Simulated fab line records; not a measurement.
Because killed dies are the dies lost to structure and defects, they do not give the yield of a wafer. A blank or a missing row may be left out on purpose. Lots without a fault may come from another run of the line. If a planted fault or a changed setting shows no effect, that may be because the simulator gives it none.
What tool caused it? | flow n5 finfet | 27 wafers from 9 lots sampled at 8 of the route's 1938 steps

## WHAT THE GAUGES READ, wafer by wafer
N5_MOL_CONTACT_COAG_CD_MEAS_101 targets a cd of 16 nm.
lot  | measured     | on        | cd nm (nm)
L333 | day 5 14:52  | cd sem-02 | 16.3 15.4 16.0
L335 | day 6 04:45  | cd sem-02 | 16.5 16.3 15.7
L337 | day 6 12:59  | cd sem-02 | 16.0 15.9 16.5
L342 | day 7 15:56  | cd sem-03 | 15.5 16.4 15.8
L344 | day 8 09:25  | cd sem-02 | 15.3 15.4 15.9
L345 | day 8 14:44  | cd sem-01 | 15.3 16.0 15.8
L351 | day 10 01:00 | cd sem-01 | 16.3 15.4 15.3
L352 | day 10 05:30 | cd sem-03 | 16.3 16.0 16.7
L353 | day 10 18:34 | cd sem-03 | 15.7 15.5 15.7

N5_MOL_CONTACT_COAG_THK_MEAS_53.
lot  | measured     | on            | VIA_MOL_THK (nm)
L333 | day 5 15:39  | film metro-01 | 43.7 45.0 43.6
L335 | day 6 05:29  | film metro-02 | 44.4 43.1 45.3
L337 | day 6 13:44  | film metro-01 | 43.8 43.6 45.2
L342 | day 7 16:40  | film metro-01 | 45.0 43.7 44.9
L344 | day 8 10:10  | film metro-02 | 43.1 43.5 44.3
L345 | day 8 15:32  | film metro-01 | 43.6 44.7 45.0
L351 | day 10 02:05 | film metro-02 | 44.2 45.8 45.5
L352 | day 10 06:16 | film metro-01 | 44.1 43.1 45.3
L353 | day 10 19:18 | film metro-01 | 44.3 43.2 44.5

N5_BEOL_M0_SAQP_INSPECT_16: inspects for defects (brightfield).
lot  | measured     | on                | raw defect count
L333 | day 5 22:20  | defect inspect-02 | 504 399 366
L335 | day 6 10:10  | defect inspect-02 | 769 621 401
L337 | day 6 18:33  | defect inspect-02 | 414 352 332
L342 | day 8 00:58  | defect inspect-02 | 442 524 445
L344 | day 8 18:01  | defect inspect-02 | 1468 1409 1410
L345 | day 8 23:37  | defect inspect-02 | 1480 1541 1407
L351 | day 10 08:47 | defect inspect-01 | 545 317 517
L352 | day 10 10:44 | defect inspect-01 | 435 572 619
L353 | day 11 00:19 | defect inspect-02 | 439 450 493

N5_BEOL_M0_SAQP_INSPECT_42: inspects for defects (brightfield).
lot  | measured     | on                | raw defect count
L333 | day 6 02:37  | defect inspect-01 | 336 290 215
L335 | day 6 13:58  | defect inspect-01 | 345 437 326
L337 | day 6 22:40  | defect inspect-01 | 275 283 263
L342 | day 8 04:52  | defect inspect-02 | 300 299 236
L344 | day 8 22:02  | defect inspect-02 | 1354 1229 1277
L345 | day 9 03:45  | defect inspect-02 | 1257 1423 1255
L351 | day 10 12:56 | defect inspect-01 | 415 255 472
L352 | day 10 15:32 | defect inspect-01 | 225 388 491
L353 | day 11 04:47 | defect inspect-01 | 228 264 307

N5_BEOL_M0_CUTY_INSPECT_59: inspects for defects (macro).
lot  | measured     | on                | raw defect count
L333 | day 6 04:05  | defect inspect-01 | 1 2 1
L335 | day 6 15:23  | defect inspect-01 | 2 3 0
L337 | day 7 00:09  | defect inspect-02 | 0 0 1
L342 | day 8 06:11  | defect inspect-01 | 2 0 1
L344 | day 8 23:28  | defect inspect-02 | >300 >300 >300
L345 | day 9 05:10  | defect inspect-02 | >300 >300 >300
L351 | day 10 14:43 | defect inspect-01 | 2 2 0
L352 | day 10 16:56 | defect inspect-01 | 2 1 0
L353 | day 11 06:10 | defect inspect-01 | 2 3 3

N5_BEOL_M4_RC_MEAS_101.
lot  | measured     | on        | DIBL_N (mV/V)  | DIBL_P (mV/V)  | IOFF_N (nA/um) | IOFF_P (nA/um) | ION_N (uA/um) | ION_P (uA/um) | SS_N (mV/dec)  | SS_P (mV/dec)  | VT_N (mV)   | VT_P (mV)
L333 | day 8 09:23  | prober-02 | 39.1 42.8 39.8 | 41.0 44.9 39.7 | 0.19 0.27 0.20 | 0.25 0.32 0.21 | 673 691 665   | 457 466 449   | 72.4 72.8 72.5 | 73.9 75.0 73.8 | 251 246 248 | -250 -248 -252
L335 | day 8 11:45  | prober-01 | 34.5 36.0 32.3 | 33.9 36.7 32.2 | 0.12 0.16 0.10 | 0.16 0.21 0.14 | 665 681 654   | 454 467 457   | 71.7 72.5 70.5 | 72.6 72.8 71.8 | 255 247 256 | -255 -249 -255
L337 | day 9 03:44  | prober-01 | 34.9 39.3 35.5 | 34.7 39.6 34.9 | 0.13 0.22 0.14 | 0.16 0.25 0.16 | 665 680 663   | 454 461 449   | 70.6 72.3 71.7 | 72.8 73.9 73.0 | 255 249 251 | -254 -249 -255
L342 | day 10 04:34 | prober-02 | 35.8 30.4 38.4 | 34.3 29.2 38.8 | 0.14 0.08 0.20 | 0.16 0.11 0.22 | 661 648 686   | 447 445 460   | 71.6 70.2 71.7 | 72.3 70.8 73.7 | 253 259 246 | -253 -259 -250
L344 | day 10 20:03 | prober-01 | 37.7 36.1 38.8 | 36.5 35.0 37.2 | 0.17 0.15 0.21 | 0.21 0.20 0.25 | 657 664 681   | 454 457 464   | 72.8 71.1 72.5 | 74.1 73.9 74.4 | 248 248 245 | -252 -251 -251
L345 | day 11 06:34 | prober-02 | 37.7 35.0 37.6 | 38.4 33.9 37.8 | 0.18 0.12 0.18 | 0.23 0.15 0.21 | 671 655 673   | 461 442 456   | 72.4 71.9 72.0 | 74.0 73.1 74.1 | 248 255 250 | -251 -257 -252
L351 | day 12 15:27 | prober-02 | 39.0 34.5 33.6 | 40.1 34.5 33.7 | 0.21 0.12 0.11 | 0.25 0.16 0.15 | 684 657 654   | 464 454 450   | 72.2 71.0 71.1 | 73.8 72.7 72.6 | 248 255 255 | -249 -255 -254
L352 | day 13 09:29 | prober-02 | 35.5 34.2 37.4 | 35.2 34.1 36.8 | 0.15 0.12 0.19 | 0.21 0.18 0.22 | 669 669 668   | 460 459 456   | 72.0 71.5 73.1 | 72.5 72.3 73.3 | 250 255 247 | -250 -251 -249
L353 | day 13 12:19 | prober-02 | 35.4 37.1 35.8 | 36.3 36.9 36.5 | 0.14 0.15 0.14 | 0.18 0.18 0.18 | 678 657 663   | 464 441 458   | 70.8 71.9 71.3 | 73.9 73.3 73.5 | 252 253 250 | -254 -256 -256

## WHAT TOOL EACH LOT RAN ON (gives the tool, then ch and the chambers of the sampled wafers, and finally the start)
lot  | N5_BEOL_M0_SAQP_HM_DEP_02    | N5_BEOL_M0_SAQP_PECVD_03
L333 | pvd sputter-01, day 5 21:28  | pecvd-04 ch 0,1, day 5 21:35
L335 | pvd sputter-01, day 6 09:26  | pecvd-04 ch 1,2, day 6 09:33
L337 | pvd sputter-03, day 6 17:49  | pecvd-01 ch 0,1,2, day 6 17:56
L342 | pvd sputter-03, day 8 00:05  | pecvd-01 ch 0,2, day 8 00:13
L344 | pvd sputter-02, day 8 17:16  | pecvd-01 ch 0,2, day 8 17:23
L345 | pvd sputter-02, day 8 22:45  | pecvd-01 ch 0,1,2, day 8 22:52
L351 | pvd sputter-03, day 10 07:55 | pecvd-04 ch 0,1,2, day 10 08:02
L352 | pvd sputter-01, day 10 09:52 | pecvd-04 ch 0,1,2, day 10 09:59
L353 | pvd sputter-02, day 10 23:34 | pecvd-04 ch 0,2, day 10 23:41
- N5_BEOL_M0_SAQP_HM_DEP_02: deposits TiN, target thk 12 nm.
- N5_BEOL_M0_SAQP_PECVD_03: deposits SiCN from 3MS/NH3, target thk 12 nm, time 21.1 s.

## AS READ BY THE TOOLS THEMSELVES (means over the sampled wafers that have a number; for cases with no such wafer, the mark the record gives instead)
N5_BEOL_M0_SAQP_HM_DEP_02.
lot  | tool           | throttle valve pct (%)
L333 | pvd sputter-01 | 28.8
L335 | pvd sputter-01 | 28.3
L337 | pvd sputter-03 | 31.4
L342 | pvd sputter-03 | 31.3
L344 | pvd sputter-02 | 30.8
L345 | pvd sputter-02 | 30.1
L351 | pvd sputter-03 | 31.6
L352 | pvd sputter-01 | 28.3
L353 | pvd sputter-02 | 30.7

N5_BEOL_M0_SAQP_PECVD_03.
lot  | tool     | showerhead plenum p Torr (Torr) | throttle valve pct (%)
L333 | pecvd-04 | 3.657                           | 9.7
L335 | pecvd-04 | 3.665                           | 9.2
L337 | pecvd-01 | 3.670                           | 8.8
L342 | pecvd-01 | 3.661                           | 8.7
L344 | pecvd-01 | 3.669                           | 8.7
L345 | pecvd-01 | 3.669                           | 8.8
L351 | pecvd-04 | 3.670                           | 9.3
L352 | pecvd-04 | 3.674                           | 9.4
L353 | pecvd-04 | 3.674                           | 9.4

## THE ANSWER, worked out from the rows above alone
Rule: usual is defined by the lots themselves. The widest of any qualifying gaps counts: lots, ordered by their means at a reading, are off when they make up no more than a third of the lots, leave a main group of 4 or more, and stand apart from it by 3 or more times the standard deviation of that group's means. A main group whose means are all the same, to the digits that the tables above print for the reading, isn't used. A lot without any number at a reading at which 4 lots or more have one is off too. All remaining lots with rows at the step are treated as sound. The gauges are gone through in route order, then the tools' own readings, and for those a lot's mean is taken as printed above. At the first step where some lot is off, the reading lying furthest off is the one used; lots without a number count as furthest.
Off at N5_BEOL_M0_SAQP_INSPECT_16 (raw defect count): L344, L345. For the main group the mean is 474 and the standard deviation 70.
If a tool, at a process step before that reading, ran all the lots that are off and no sound lot after the first of them, it fits. The gauges at N5_BEOL_M0_SAQP_INSPECT_16 are tried like those tools. One fits: pecvd-01 at N5_BEOL_M0_SAQP_PECVD_03. Its last sound lot is L342 (day 8 00:13), its first lot that is off L344 (day 8 17:23): a fault that began between those two fits.

## WHAT THE SIMULATOR PUT IN
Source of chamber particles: pecvd-01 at N5_BEOL_M0_SAQP_PECVD_03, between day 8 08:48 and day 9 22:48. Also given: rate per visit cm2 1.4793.
Lots struck among those shown: L344, L345. The same result came from the rule above.
